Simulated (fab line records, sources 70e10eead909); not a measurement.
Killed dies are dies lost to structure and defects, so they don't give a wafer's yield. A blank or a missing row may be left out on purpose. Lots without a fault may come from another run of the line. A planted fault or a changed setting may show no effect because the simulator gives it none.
A struck lot beside a sound one | flow nand_harc | 14 steps out of a route of 1302
Sound: wafers L378.2, L378.5, L378.6. Struck: wafers L385.4, L385.5, L385.6. The cause comes at the end.
At each step with rows: each side's tool, then ch and its chambers, then its first start. Under that, the readings that differ: sound wafers | struck wafers | difference of the means | sigmas: that difference in standard deviations of wafers without a fault.
alike: readings whose means differ by less than 2 such deviations, and words and numbers that are the same on both sides. not compared: withheld readings, readings that some wafer has no value for, bounds like >300 that may hide the same value, and numbers for which the record gives no deviation and whose values overlap.
The two part at a step that has a row with sigmas, a row that says differs or no value, or rows on one side only. Numbers that don't overlap but have no deviation are shown without sigmas and don't part them. A reading that every wafer of one side lacks parts them only if that side has two wafers or more.

first, 1 step without rows for these wafers: NHARC_P_GATE_STRIP_96 (strips in SPM, time 900 s).
NHARC_P_GATE_RTA_64: time 1 s.
  sound on rtp_anneal-02 ch 0, day 10 05:39; struck on rtp_anneal-01 ch 0, day 13 06:56
  alike: lamp_power_pct, wafer_temp_C_max
then, 1 step without rows for these wafers: NHARC_P_GATE_ETCH_77 (etches SiO2 in dHF, target depth 6 nm).
NHARC_P_GATE_DEGAS_109: time 60 s.
  sound on pvd_sputter-01, day 10 05:55; struck on pvd_sputter-01, day 13 07:10
  alike: heater_power_w
then, 5 steps without rows for these wafers: NHARC_P_GATE_PRE_CLEAN_110 (time 30 s); NHARC_P_GATE_SPUTTER_78 (material Ni, target thk 10 nm); NHARC_P_GATE_SPUTTER_79 (material TiN, target thk 10 nm); NHARC_P_GATE_RTA_80 (time 30 s); NHARC_P_GATE_STRIP_67 (strips in SPM, time 600 s).
NHARC_P_GATE_RTA_82: time 30 s.
  sound on rtp_anneal-02 ch 0, day 10 06:44; struck on rtp_anneal-02 ch 0, day 13 08:00
  alike: lamp_power_pct, wafer_temp_C_max
NHARC_P_GATE_INSPECT_68:
  sound on defect_inspect-02, day 10 06:55; struck on defect_inspect-01, day 13 08:07
  alike: raw_defect_count
NHARC_P_CONTACT_DEP_30: deposits SiNx, target thk 30 nm.
  sound on pecvd-02 ch 0,1,2, day 10 06:59; struck on pecvd-02 ch 0,1,2, day 13 08:19
  alike: heater_power_outer_w, heater_power_w
NHARC_P_CONTACT_DEP_00: deposits SiO2, target thk 500 nm.
  sound on pecvd-02 ch 0,1,2, day 10 07:13; struck on pecvd-02 ch 0,1,2, day 13 08:34
  no value came back on the struck wafers for chamber_pressure_Torr (Torr), heater_power_outer_w (W), heater_power_w (W), throttle_valve_pct (%); on the sound wafers chamber_pressure_Torr (Torr) reads 6.498 6.505 6.510
NHARC_P_CONTACT_CMP_01: polishes SiO2, target thk 200 nm.
  sound on cmp-03 ch 0,1,2, day 10 07:46; struck on cmp-02 ch 1,2,3, day 13 08:59
  alike: edge_zone_pressure_frac, motor_current_A

WHERE THEY PART
Only at NHARC_P_CONTACT_DEP_00, within this record. Later steps at which nothing parts them and some readings are alike: NHARC_P_CONTACT_CMP_01.

WHY: what the simulator had put in
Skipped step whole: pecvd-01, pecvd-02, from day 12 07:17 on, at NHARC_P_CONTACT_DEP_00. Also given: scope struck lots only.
